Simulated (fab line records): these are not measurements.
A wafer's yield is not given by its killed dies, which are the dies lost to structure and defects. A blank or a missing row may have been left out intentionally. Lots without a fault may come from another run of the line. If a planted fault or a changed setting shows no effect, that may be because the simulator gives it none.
Matching of chambers -- flow nand_harc -- ald_hk-02 running NHARC_A_CHANNEL_FILL_D2_ALD_14: 4 sister chambers
The step deposits SiO2, target thk 2.5 nm, pulse time 10 s, ald cycles 25. 4 wafers are shown with their chamber, then 7 later ones without.

EACH WAFER AND ITS CHAMBER
wafer,chamber,heater_power_w (W)
L322.3,0,468
L325.1,3,457
L326.1,2,480
L326.2,1,464

WAFERS WITH NO CHAMBER GIVEN
wafer,heater_power_w (W)
L326.6,484
L328.2,481
L328.3,466
L328.5,470
L329.3,467
L329.4,459
L329.6,458

WHICH CHAMBER EACH ONE RAN IN
wafer,from the rows above,in truth
L326.6,2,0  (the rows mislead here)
L328.2,2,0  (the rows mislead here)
L328.3,can't be placed: 0 or 1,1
L328.5,can't be placed: 0 or 1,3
L329.3,can't be placed: 0 or 1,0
L329.4,can't be placed: 3 or 1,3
L329.6,3,3
Correct placement for 1 of the 7. These rows do not allow placing 4 (true chamber among the candidates in 3). 2 placed wrongly.
How it was worked out, from the rows above alone: a wafer's distance from a chamber is the root of the sum, over the readings, of the square of ((its reading less the chamber's mean) divided by the reading's scatter). The wafer belongs to the nearest chamber; if the next one is less than 2 further off, it can't be placed. Each chamber's mean is taken over the wafers shown for it. The scatter (one wafer shown for each chamber): square how far every hidden wafer sits from the nearest shown wafer, average those squares and take the square root.
